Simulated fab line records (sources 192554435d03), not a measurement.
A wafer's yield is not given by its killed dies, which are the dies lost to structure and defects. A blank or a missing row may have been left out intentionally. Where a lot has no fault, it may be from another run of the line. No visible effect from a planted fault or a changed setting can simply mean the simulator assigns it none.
fab line records	flow n5Finfet
record: lots: 6	wafers: 18	lastDay: 18
route steps=1938 shown BEOL_M2@848 BEOL_M4@1111
lots untouched by any fault: they come from a run of this same line in which no faults occurred
startH: start of the lot's first displayed wafer, in hours after the record's first day	waitH: how many hours have passed since the lot's step before this one	" the same as in the row above	L1.1+2: a single row standing in for several wafers	- either no value or no given start	* or withheld: withheld	< > ~ a bound
route shown NAME@n: NAME is a module with steps in the file, n the number in the route of the first one	usual: mean/standard deviation taken from wafers without a fault	same: alike in all rows	chamber/n: place in a boat	sites: each site's reading	_std_site: the values' standard deviation	_edge_site: outer sites' mean less inner sites'	radiusMm: how far each site lies from the wafer's centre	mask NAME#n: copy n	behind: the most recent tool/chamber to have shaped the wafer	hold: what put the lot on hold/how long, in hours/how the hold closed	device: names the non-switching transistor (n, p or np)	end of line: the same wafers' tests at the end of the route	for a step that has no rows: nothing shown but its recipe	killed: at the first sort, the dies lost to defects and structure; wafer yield is something else	map: shows each die of a wafer: x if killed, . if not, _ if none is there
set.NAME: the run value of the setting; set.NAME@STEP: its run value at that earlier step	model.NAME: the simulator's own value behind a step, which no gauge read
lots at some steps of the route; a table a step, a row a wafer
services: a tool's chamber out of use, with start hour (startH, from the record's first day; less than 0 if before it), hours out, and reason
== steps ==
step: N5_BEOL_M2_COAT_05
recipe: resist: CAR-EUV	spinRpm: 1500	resistThkNm: 30
step: N5_BEOL_M2_EBR_07
recipe: solvent: PGMEA	ebrWidthMm: 1.5
step: N5_BEOL_M2_SOFTBAKE_06
recipe: tempC: 110	timeS: 60	resist: CAR-EUV
step: N5_BEOL_M2_EXPOSE_08
recipe: maskId: M2	na: 0.33	sourceShape: dipole	sigmaInner: 0.369	sigmaOuter: 0.767	polarization: unpolarized	doseMj: 41.25
step: N5_BEOL_M2_PEB_09
recipe: pebTempC: 100	pebTimeS: 60	resist: CAR-EUV
step: N5_BEOL_M2_DEVELOP_10
recipe: developTimeS: 30	developer: TMAH	resist: CAR-EUV	rinseLiquid: surfactantRinse	dry: airSpin	devTempC: 23
step: N5_BEOL_M2_CD_MEAS_11
recipe: targetCdNm: 16.79	landingEnergyEv: 500	detector: seInlens	polarity: opening
usual: cdNm: 16.91/0.27
lot.wafer	tool	chamber	startH	waitH	cdNm
L107.1	cdSem-01	0	168.22	-	17.02
L107.2	"	0	"	"	16.80
L107.3	"	0	"	"	16.46
L118.1	cdSem-01	0	232.14	-	17.21
L118.2	"	0	"	"	17.07
L118.4	"	0	"	"	17.13
L120.1	cdSem-01	0	246.09	-	16.66
L120.2	"	0	"	"	17.04
L120.6	"	0	"	"	16.88
L121.2	cdSem-03	0	246.15	-	16.99
L121.5	"	0	"	"	17.43
L121.6	"	0	"	"	17.39
L123.1	cdSem-03	0	272.55	-	16.76
L123.3	"	0	"	"	16.84
L123.6	"	0	"	"	16.87
L125.1	cdSem-02	0	273.43	-	16.62
L125.2	"	0	"	"	17.02
L125.4	"	0	"	"	17.28
step: N5_BEOL_M2_OVL_MEAS_12
recipe: pointsPerWafer: 522
usual: M2_OVL: -0.4/0.77
lot.wafer	tool	chamber	startH	waitH	M2_OVL[nm]
L107.1	overlay-01	0	168.25	0.0	-0.4
L107.2	"	0	"	"	-2.0
L107.3	"	0	"	"	-0.7
L118.1	overlay-01	0	232.17	0.0	0.0
L118.2	"	0	"	"	-0.6
L118.4	"	0	"	"	-0.4
L120.1	overlay-01	0	246.12	0.0	-2.2
L120.2	"	0	"	"	0.0
L120.6	"	0	"	"	-0.8
L121.2	overlay-01	0	246.19	0.0	-0.8
L121.5	"	0	"	"	-0.2
L121.6	"	0	"	"	-1.7
L123.1	overlay-02	0	272.58	0.0	-1.0
L123.3	"	0	"	"	-0.8
L123.6	"	0	"	"	-1.2
L125.1	overlay-01	0	273.46	0.0	-1.7
L125.2	"	0	"	"	-0.4
L125.4	"	0	"	"	-0.8
step: N5_BEOL_M2_INSPECT_13
recipe: mode: adi	inspectInstrument: brightfield
usual: rawDefectCount: 411/95
lot.wafer	tool	chamber	startH	waitH	rawDefectCount
L107.1	defectInspect-01	-	168.31	0.1	351
L107.2	"	-	"	"	340
L107.3	"	-	"	"	297
L118.1	defectInspect-01	-	232.23	0.1	483
L118.2	"	-	"	"	294
L118.4	"	-	"	"	455
L120.1	defectInspect-02	-	246.18	0.1	425
L120.2	"	-	"	"	359
L120.6	"	-	"	"	591
L121.2	defectInspect-02	-	246.24	0.0	416
L121.5	"	-	"	"	251
L121.6	"	-	"	"	239
L123.1	defectInspect-01	-	272.64	0.1	474
L123.3	"	-	"	"	467
L123.6	"	-	"	"	390
L125.1	defectInspect-01	-	273.52	0.1	433
L125.2	"	-	"	"	313
L125.4	"	-	"	"	449
step: N5_BEOL_M2_DESCUM_16
recipe: chemistry: O2	timeS: 7	sourcePowerW: 50	biasPowerW: 20	pressureMtorr: 20	rfFrequencyHz: 2.712e+07	tempC: 40	resist: CAR-EUV	o2FlowSccm: 225
usual: drypumpMotorCurrentA: 5.69/0.28	oesProductAu: 0.81/0.084	rfVppV: 243.0/1.3	showerheadPlenumPTorr: 2.09/0.073	tempC: 40.01/0.12	throttleValvePct: 20.35/0.25
same: timeS: 7
lot.wafer	tool	chamber	startH	waitH	drypumpMotorCurrentA	oesProductAu	rfHoursCounterH	rfVppV	showerheadPlenumPTorr	tempC	throttleValvePct
L107.1	rieDiel-02	0	168.34	0.0	5.98	0.87	69	244.1	2.10	39.92	20.33
L107.2	"	1	"	"	5.54	0.96	13	243.4	2.21	40.08	19.91
L107.3	"	2	"	"	5.34	0.91	21	242.3	2.03	39.90	19.89
L118.1	rieDiel-06	0	232.26	0.0	5.70	0.72	179	242.2	1.99	39.91	20.88
L118.2	"	1	"	"	5.95	0.86	68	244.9	2.22	40.01	20.18
L118.4	"	3	"	"	5.29	0.81	83	242.4	2.02	40.06	20.62
L120.1	rieDiel-02	3	246.21	0.0	6.11	0.69	211	243.1	2.10	40.12	20.44
L120.2	"	2	"	"	5.35	0.86	44	242.5	2.02	39.85	19.94
L120.6	"	3	"	"	6.12	0.70	-	242.5	2.10	39.81	20.45
L121.2	rieDiel-06	3	246.27	0.0	5.28	0.81	89	241.6	2.01	40.11	20.63
L121.5	"	3	"	"	5.29	0.81	-	242.2	2.01	40.00	20.61
L121.6	"	0	"	"	5.71	0.72	-	242.1	1.99	40.35	20.88
L123.1	rieDiel-01	3	272.71	0.1	5.49	0.91	29	244.8	2.23	39.98	20.01
L123.3	"	0	"	"	5.71	0.80	86	240.9	2.03	39.85	20.51
L123.6	"	1	"	"	5.51	0.88	-	242.9	2.12	40.02	20.15
L125.1	rieDiel-02	0	273.55	0.0	5.95	0.82	107	243.2	2.09	39.99	20.39
L125.2	"	1	"	"	5.60	0.88	48	243.5	2.20	39.99	19.97
L125.4	"	2	"	"	5.38	0.86	52	242.2	2.02	40.03	19.94
step: N5_BEOL_M2_ETCH_74
recipe: chemistry: N2/H2	target: underlayer	targetDepthA: 65	maskMaterial: CAR-EUV	timeS: 5.2	ionEnergyEv: 200	pressureMtorr: 30	sourceW: 840	biasW: 150	n2FlowSccm: 200	h2FlowSccm: 200	ends: cleared
usual: biasW: 150.1/0.43	chamberPressureMTorr: 30.00/0.04	drypumpMotorCurrentA: 5.70/0.28	etchRfOnTimeS: 5.18/0.19	oesProductAu: 0.70/0.071	rfVppV: 523.7/2.8	showerheadPlenumPTorr: 2.55/0.099	throttleValvePct: 17.80/0.27
lot.wafer	tool	chamber	startH	waitH	biasW	chamberPressureMTorr	drypumpMotorCurrentA	etchRfOnTimeS	oesProductAu	rfHoursCounterH	rfVppV	showerheadPlenumPTorr	throttleValvePct
L107.1	rieDiel-02	0	168.38	0.0	149.6	30.06	5.97	5.11	0.72	69	526.1	2.60	17.98
L107.2	"	1	"	"	149.9	29.99	5.58	5.38	0.79	13	527.7	2.73	17.51
L107.3	"	2	"	"	149.6	30.01	5.38	5.29	0.76	21	520.7	2.51	17.49
L118.1	rieDiel-06	0	232.30	0.0	150.7	30.00	5.73	5.33	0.62	179	520.1	2.42	18.20
L118.2	"	1	"	"	149.8	30.03	5.98	4.98	0.75	68	531.3	2.68	17.51
L118.4	"	3	"	"	149.5	29.98	5.29	5.38	0.70	83	522.4	2.46	18.12
L120.1	rieDiel-02	3	246.25	0.0	150.0	30.01	6.12	5.24	0.59	211	520.8	2.50	17.58
L120.2	"	2	"	"	150.0	30.00	5.36	5.31	0.72	44	522.6	2.50	17.55
L120.6	"	3	"	"	149.1	30.01	6.11	5.22	0.60	-	523.3	2.50	17.58
L121.2	rieDiel-06	3	246.31	0.0	150.5	29.96	5.27	5.40	0.69	89	521.8	2.46	18.15
L121.5	"	3	"	"	150.5	30.07	5.27	5.38	0.70	-	519.1	2.46	18.12
L121.6	"	0	"	"	150.5	29.98	5.70	5.28	0.61	-	520.4	2.42	18.18
L123.1	rieDiel-01	3	272.75	0.0	150.3	30.00	5.50	5.12	0.79	29	528.9	2.70	17.32
L123.3	"	0	"	"	150.0	30.03	5.72	4.83	0.72	86	523.4	2.49	18.11
L123.6	"	1	"	"	150.6	30.00	5.55	5.00	0.76	-	524.6	2.63	17.99
L125.1	rieDiel-02	0	273.58	0.0	149.2	29.95	5.96	5.11	0.70	107	524.3	2.59	18.07
L125.2	"	1	"	"	150.3	29.95	5.57	5.32	0.74	48	526.1	2.71	17.58
L125.4	"	2	"	"	150.4	29.93	5.38	5.25	0.72	52	520.5	2.50	17.57
step: N5_BEOL_M2_ETCH_63
recipe: chemistry: CF4	target: SiARC	targetDepthA: 156	maskMaterial: CAR-EUV	timeS: 26	ionEnergyEv: 80	pressureMtorr: 40	sourceW: 545	biasW: 36	Ar_flow_sccm: 100	cf4FlowSccm: 100	ends: cleared
usual: biasW: 36.00/0.12	cf4FlowSccm: 99.97/0.3	drypumpMotorCurrentA: 5.69/0.28	etchRfOnTimeS: 25.8/0.89	oesProductAu: 0.70/0.071	rfVppV: 184.0/1.3	showerheadPlenumPTorr: 2.14/0.081	throttleValvePct: 15.52/0.23
lot.wafer	tool	chamber	startH	waitH	biasW	cf4FlowSccm	drypumpMotorCurrentA	etchRfOnTimeS	oesProductAu	rfHoursCounterH	rfVppV	showerheadPlenumPTorr	throttleValvePct
L107.1	rieDiel-02	0	168.39	0.0	36.05	99.97	5.97	25.2	0.74	69	183.7	2.16	15.58
L107.2	"	1	"	"	35.87	100.45	5.55	26.0	0.80	13	185.3	2.30	15.34
L107.3	"	2	"	"	36.17	99.87	5.36	25.5	0.78	21	184.5	2.09	15.13
L118.1	rieDiel-06	0	232.31	0.0	35.98	100.29	5.71	26.0	0.63	179	183.0	2.03	15.91
L118.2	"	1	"	"	35.95	99.71	5.98	24.7	0.75	68	185.1	2.28	15.39
L118.4	"	3	"	"	35.95	100.64	5.26	26.9	0.71	83	182.4	2.11	15.96
L120.1	rieDiel-02	3	246.26	0.0	36.02	100.14	6.12	26.0	0.60	211	184.2	2.11	15.59
L120.2	"	2	"	"	35.94	99.84	5.34	26.1	0.73	44	184.6	2.08	15.19
L120.6	"	3	"	"	36.01	99.83	6.09	26.2	0.60	-	183.1	2.11	15.58
L121.2	rieDiel-06	3	246.32	0.0	35.94	100.22	5.29	27.0	0.69	89	181.7	2.10	15.98
L121.5	"	3	"	"	35.83	100.12	5.27	27.1	0.69	-	183.0	2.10	15.99
L121.6	"	0	"	"	35.89	99.34	5.71	26.3	0.61	-	183.0	2.03	15.91
L123.1	rieDiel-01	3	272.76	0.0	36.07	99.89	5.51	24.9	0.79	29	185.5	2.26	15.10
L123.3	"	0	"	"	35.96	99.93	5.70	24.0	0.72	86	184.5	2.08	15.66
L123.6	"	1	"	"	35.95	100.19	5.48	24.6	0.76	-	184.7	2.15	15.20
L125.1	rieDiel-02	0	273.60	0.0	35.97	99.83	5.96	25.3	0.70	107	184.3	2.15	15.66
L125.2	"	1	"	"	36.06	99.42	5.57	26.3	0.73	48	186.0	2.28	15.43
L125.4	"	2	"	"	35.96	100.14	5.36	25.9	0.73	52	182.7	2.08	15.20
step: N5_BEOL_M2_ETCH_64
recipe: chemistry: N2/H2	target: SOC	targetDepthA: 750	overetchA: 225	maskMaterial: SiARC	tempC: 40	timeS: 121.9	ionEnergyEv: 200	pressureMtorr: 30	sourceW: 840	biasW: 150	n2FlowSccm: 200	h2FlowSccm: 200
usual: biasW: 150.0/0.45	chamberPressureMTorr: 29.998/0.027	drypumpMotorCurrentA: 5.70/0.28	oesProductAu: 0.62/0.058	rfVppV: 523.8/2.6	showerheadPlenumPTorr: 2.55/0.099	tempC: 39.99/0.12	throttleValvePct: 17.76/0.27	timeS: 121.9/0
lot.wafer	tool	chamber	startH	waitH	biasW	chamberPressureMTorr	drypumpMotorCurrentA	oesProductAu	rfHoursCounterH	rfVppV	showerheadPlenumPTorr	tempC	throttleValvePct	timeS	model.SiARC_of_BEOL_M2_COAT_62.thkNm	model.underlayer_of_BEOL_M2_COAT_73.thkNm
L107.1	rieDiel-02	0	168.42	0.0	150.0	30.008	5.95	0.64	69	525.2	2.60	39.97	17.97	121.9	6	0
L107.2	"	1	"	"	150.5	30.038	5.58	0.71	13	527.8	2.73	40.02	17.49	121.9	6.6	0
L107.3	"	2	"	"	149.7	29.989	5.38	0.68	21	523.1	2.51	40.01	17.47	121.9	6.2	0
L118.1	rieDiel-06	0	232.34	0.0	150.5	29.965	5.72	0.55	179	522.7	2.42	40.05	18.14	121.9	6.6	0
L118.2	"	1	"	"	150.6	30.001	5.97	0.65	68	529.1	2.68	39.99	17.46	121.9	6.2	0
L118.4	"	3	"	"	149.1	30.030	5.25	0.64	83	521.7	2.46	39.99	18.10	121.9	6.4	0
L120.1	rieDiel-02	3	246.29	0.0	-	-	-	-	-	-	-	-	-	-	12	5
L120.2	"	2	"	"	-	-	-	-	-	-	-	-	-	-	12	5
L120.6	"	3	"	"	-	-	-	-	-	-	-	-	-	-	12	5
L121.2	rieDiel-06	3	246.35	0.0	-	-	-	-	-	-	-	-	-	-	12	5
L121.5	"	3	"	"	-	-	-	-	-	-	-	-	-	-	12	5
L121.6	"	0	"	"	-	-	-	-	-	-	-	-	-	-	12	5
L123.1	rieDiel-01	3	272.79	0.0	149.9	30.020	5.53	0.69	29	528.4	2.70	39.76	17.23	121.9	6.2	0
L123.3	"	0	"	"	149.8	30.016	5.72	0.60	87	522.3	2.50	40.07	18.08	121.9	5.8	0
L123.6	"	1	"	"	150.3	30.020	5.50	0.67	-	524.9	2.64	39.98	17.96	121.9	6	0
L125.1	rieDiel-02	0	273.63	0.0	150.2	29.958	5.96	0.61	108	523.1	2.59	39.98	18.03	121.9	6	0
L125.2	"	1	"	"	149.8	29.963	5.57	0.66	48	527.8	2.71	39.81	17.54	121.9	6.6	0
L125.4	"	2	"	"	150.8	29.992	5.34	0.64	52	522.4	2.50	40.27	17.53	121.9	6.4	0
step: N5_BEOL_M2_STRIP_65
recipe: chemistry: N2/H2	tempC: 40	n2FlowSccm: 200	h2FlowSccm: 200	rfFrequencyHz: 6e+07
step: N5_BEOL_M2_STRIP_75
recipe: chemistry: N2/H2	tempC: 40	n2FlowSccm: 200	h2FlowSccm: 200	rfFrequencyHz: 6e+07
step: N5_BEOL_M2_STRIP_66
recipe: chemistry: CF4	resist: SiARC	powerW: 300	biasPowerW: 75	pressureMtorr: 50	cf4FlowSccm: 150	rfFrequencyHz: 6e+07
usual: drypumpMotorCurrentA: 5.69/0.28	oesProductAu: 0.80/0.075	rfVppV: 270.9/1.6	showerheadPlenumPTorr: 1.79/0.07	throttleValvePct: 13.50/0.23
lot.wafer	tool	chamber	startH	waitH	drypumpMotorCurrentA	oesProductAu	rfHoursCounterH	rfVppV	showerheadPlenumPTorr	throttleValvePct
L107.1	rieDiel-02	0	168.55	0.0	5.95	0.84	69	270.6	1.81	13.55
L107.2	"	1	"	"	5.58	0.92	13	271.3	1.93	13.33
L107.3	"	2	"	"	5.34	0.88	21	270.4	1.76	13.14
L118.1	rieDiel-06	0	232.47	0.0	5.69	0.72	179	268.0	1.71	13.92
L118.2	"	1	"	"	5.96	0.84	68	271.4	1.92	13.36
L118.4	"	3	"	"	5.29	0.83	84	269.5	1.76	13.89
L120.1	rieDiel-02	3	246.42	0.0	6.10	0.69	211	269.5	1.78	13.64
L120.2	"	2	"	"	5.34	0.86	44	270.8	1.75	13.20
L120.6	"	3	"	"	6.09	0.70	-	271.6	1.78	13.64
L121.2	rieDiel-06	3	246.49	0.0	5.27	0.82	89	270.4	1.76	13.90
L121.5	"	3	"	"	5.27	0.82	-	271.6	1.76	13.89
L121.6	"	0	"	"	5.71	0.72	-	269.1	1.71	13.91
L123.1	rieDiel-01	3	272.92	0.0	5.52	0.90	29	273.7	1.88	13.05
L123.3	"	0	"	"	5.69	0.78	87	270.6	1.75	13.63
L123.6	"	1	"	"	5.53	0.87	-	270.9	1.79	13.17
L125.1	rieDiel-02	0	273.76	0.0	5.97	0.79	108	271.4	1.80	13.63
L125.2	"	1	"	"	5.57	0.86	48	273.1	1.92	13.41
L125.4	"	2	"	"	5.35	0.83	52	269.9	1.75	13.20
step: N5_BEOL_M2_HM_OPEN_17
recipe: chemistry: Cl2/BCl3	targetDepthA: 200	overetchA: 60	target: TiN	maskMaterial: SOC	ionEnergyEv: 150	pressureMtorr: 10	icpW: 1000	biasW: 126	Cl2_flow_sccm: 53.25	bcl3FlowSccm: 21.75	Ar_flow_sccm: 25
usual: drypumpMotorCurrentA: 5.8/0.55	heBacksideLeakSccm: 3.37/0.14	oesProductAu: 0.73/0.063	throttleValvePct: 21.98/0.15
lot.wafer	tool	chamber	startH	waitH	drypumpMotorCurrentA	heBacksideLeakSccm	oesProductAu	rfHoursCounterH	throttleValvePct
L107.1	rieMetal-01	0	168.60	0.0	5.0	3.43	0.67	40	21.93
L107.2	"	1	"	"	6.2	3.32	0.77	9	21.97
L107.3	"	1	"	"	6.2	3.37	0.76	-	21.98
L118.1	rieMetal-01	1	232.52	0.0	6.2	3.42	0.74	14	21.99
L118.2	"	0	"	"	5.0	3.24	0.66	45	21.97
L118.4	"	0	"	"	5.0	3.12	0.66	-	21.93
L120.1	rieMetal-01	1	246.47	0.0	6.2	3.50	0.31	16	22.64
L120.2	"	0	"	"	5.0	3.57	0.29	47	22.59
L120.6	"	1	"	"	6.2	3.18	0.32	-	22.66
L121.2	rieMetal-03	0	246.53	0.0	5.4	3.38	0.24	105	23.31
L121.5	"	0	"	"	5.4	3.60	0.24	-	23.32
L121.6	"	1	"	"	5.5	3.28	0.33	-	22.73
L123.1	rieMetal-02	0	272.96	0.0	6.0	3.58	0.76	12	21.87
L123.3	"	0	"	"	6.0	3.29	0.76	-	21.85
L123.6	"	1	"	"	6.4	3.43	0.75	-	21.94
L125.1	rieMetal-01	0	273.80	0.0	5.0	3.26	0.66	49	21.95
L125.2	"	1	"	"	6.3	3.33	0.70	18	22.05
L125.4	"	0	"	"	5.0	3.26	0.65	-	21.96
step: N5_BEOL_M2_STRIP_19
recipe: chemistry: O2	powerW: 400	tempC: 40	pressureMtorr: 30	rfFrequencyHz: 6e+07	biasPowerW: 0	overashFraction: 0.2	o2FlowSccm: 225
usual: drypumpMotorCurrentA: 5.66/0.3	oesProductAu: 0.84/0.081	rfVppV: 3.6/0.47	showerheadPlenumPTorr: 2.11/0.078	tempC: 40.00/0.11	throttleValvePct: 16.53/0.26
lot.wafer	tool	chamber	startH	waitH	drypumpMotorCurrentA	oesProductAu	rfHoursCounterH	rfVppV	showerheadPlenumPTorr	tempC	throttleValvePct
L107.1	rieDiel-02	1	168.71	0.1	5.57	0.94	13	4.4	2.21	39.72	16.19
L107.2	"	3	"	"	6.11	0.72	182	3.6	2.11	39.85	16.70
L107.3	"	0	"	"	5.98	0.86	69	2.6	2.11	40.00	16.60
L118.1	rieDiel-02	3	232.64	0.1	6.09	0.69	205	3.8	2.10	39.88	16.77
L118.2	"	0	"	"	5.98	0.84	92	3.8	2.10	40.04	16.64
L118.4	"	3	"	"	6.11	0.70	-	4.6	2.10	40.08	16.74
L120.1	rieDiel-02	2	246.58	0.1	5.35	0.86	44	3.3	2.02	39.88	16.20
L120.2	"	3	"	"	6.10	0.69	211	2.5	2.10	40.02	16.77
L120.6	"	3	"	"	6.11	0.69	-	3.3	2.10	40.02	16.76
L121.2	rieDiel-01	3	246.66	0.1	5.53	0.93	20	3.6	2.24	39.75	16.24
L121.5	"	0	"	"	5.67	0.81	-	4.0	2.04	40.15	16.73
L121.6	"	3	"	"	5.52	0.94	-	3.1	2.24	39.90	16.24
L123.1	rieDiel-06	0	273.07	0.1	5.71	0.71	194	4.0	1.99	40.03	17.09
L123.3	"	3	"	"	5.27	0.79	98	3.3	2.01	40.23	16.87
L123.6	"	2	"	"	5.14	0.84	-	3.2	2.13	39.99	16.70
L125.1	rieDiel-02	0	273.91	0.1	5.96	0.81	108	3.3	2.09	39.94	16.67
L125.2	"	1	"	"	5.52	0.88	48	3.0	2.20	40.02	16.26
L125.4	"	2	"	"	5.38	0.85	52	3.6	2.02	40.04	16.22
step: N5_BEOL_M2_CD_MEAS_18
recipe: pitchNm: 36	targetCdNm: 18
usual: cdNm: 18.1/0.47
lot.wafer	tool	chamber	startH	waitH	cdNm
L107.1	cdSem-01	-	168.78	0.0	17.8
L107.2	"	-	"	"	17.8
L107.3	"	-	"	"	18.0
L118.1	cdSem-01	-	232.71	0.0	18.7
L118.2	"	-	"	"	18.7
L118.4	"	-	"	"	18.7
L120.1	cdSem-03	-	246.65	0.0	-
L120.2	"	-	"	"	-
L120.6	"	-	"	"	-
L121.2	cdSem-01	-	246.73	0.1	-
L121.5	"	-	"	"	-
L121.6	"	-	"	"	-
L123.1	cdSem-01	-	273.14	0.0	18.5
L123.3	"	-	"	"	18.6
L123.6	"	-	"	"	18.6
L125.1	cdSem-01	-	273.98	0.0	17.6
L125.2	"	-	"	"	18.5
L125.4	"	-	"	"	18.6
step: N5_BEOL_M2_COAT_67
recipe: resist: SOC	tempC: 250	timeS: 60	spinRpm: 1500	resistThkNm: 60
step: N5_BEOL_M4_RC_MEAS_101
usual: DIBL_N: 36.2/2.2	DIBL_P: 36.1/2.8	IOFF_N: 0.16/0.041	IOFF_P: 0.21/0.047	ION_N: 676/16	ION_P: 463/11	SS_N: 71.6/0.78	SS_P: 73.3/0.86	VT_N: 249/3.8	VT_P: -251/3.9
lot.wafer	tool	chamber	startH	waitH	DIBL_N[mV/V]	DIBL_P[mV/V]	IOFF_N[nA/um]	IOFF_P[nA/um]	ION_N[uA/um]	ION_P[uA/um]	SS_N[mV/dec]	SS_P[mV/dec]	VT_N[mV]	VT_P[mV]
L107.1	prober-01	0	204.38	0.0	34.5	32.4	0.11	0.15	641	441	71.7	72.7	257	-255
L107.2	"	0	"	"	37.5	37.2	0.18	0.20	674	456	72.1	73.9	247	-254
L107.3	"	0	"	"	36.8	36.7	0.16	0.21	695	471	72.6	74.2	250	-251
L118.1	prober-01	0	276.11	0.0	36.0	35.4	0.13	0.18	653	449	70.8	72.7	253	-254
L118.2	"	0	"	"	37.9	38.8	0.20	0.23	711	478	71.2	73.6	244	-251
L118.4	"	0	"	"	36.3	35.2	0.15	0.17	666	449	70.9	73.5	249	-256
L123.1	prober-01	0	305.70	0.2	33.2	34.3	0.12	0.18	661	462	72.2	71.9	253	-251
L123.3	"	0	"	"	33.6	34.9	0.13	0.19	653	458	71.1	72.3	251	-251
L123.6	"	0	"	"	36.0	37.9	0.18	0.24	675	458	71.7	73.6	246	-249
L125.1	prober-01	0	312.82	0.0	33.5	33.0	0.11	0.15	648	444	71.0	72.5	255	-256
L125.2	"	0	"	"	35.4	35.7	0.14	0.19	674	462	71.1	73.4	251	-252
L125.4	"	0	"	"	34.4	33.9	0.13	0.16	670	462	71.0	72.6	252	-251
== services ==
tool	chamber	startH	hours	kind
rieDiel-01	0	144.40	8.7	repair
rieDiel-01	1	153.05	-	clean
rieDiel-01	1	153.05	-	consumableReplace:focusRing
rieDiel-01	1	153.05	14.7	scheduledDown
rieDiel-01	1	153.05	14.7	ventCycle
rieMetal-03	0	153.85	23.7	repair
rieDiel-01	3	171.36	-	clean
rieDiel-01	3	171.36	-	consumableReplace:focusRing
rieDiel-01	3	171.36	-	consumableReplace:showerhead
rieDiel-01	3	171.36	16.3	scheduledDown
rieDiel-01	3	171.36	16.3	ventCycle
rieMetal-02	-	195.00	0.1	repair
rieDiel-02	2	227.14	8.3	repair
rieMetal-03	-	267.96	15.6	pm
== key ==
firstSign: step: N5_BEOL_M2_ETCH_64	reading: toolRecord	direction: missing
effect: step: N5_BEOL_M2_HM_OPEN_17	reading: oesProductAu	direction: down	sigmas: 7	usual: 0.73	struck: 0.29
effect: step: N5_BEOL_M2_CD_MEAS_18	reading: cdNm	direction: missing
modelEffect: step: N5_BEOL_M2_ETCH_64	value: SiARC_of_BEOL_M2_COAT_62.thkNm	without: 6.433	struck: 12
metAt N5_BEOL_M2_ETCH_64
struckWafers L120.1,L120.2,L120.6,L121.2,L121.5,L121.6
laterRowsLeftOut L120.1,L120.2,L120.6,L121.2,L121.5,L121.6
sortLeftOut L120.1,L120.2,L120.6,L121.2,L121.5,L121.6
onsetBetween 232.34 246.29
fault: kind: skippedStepWhole	tool: rieDiel-02,rieDiel-06	chamber: -	onsetH: 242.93	steps: N5_BEOL_M2_ETCH_64	scope: struckLotsOnly
sortLeftOut: the simulated sort isn't trusted on such a fault, so these wafers' sort isn't shown, and their yield isn't known
laterRowsLeftOut: the simulator's readings of these wafers behind a module that went badly wrong aren't trusted and aren't shown, but for the sort
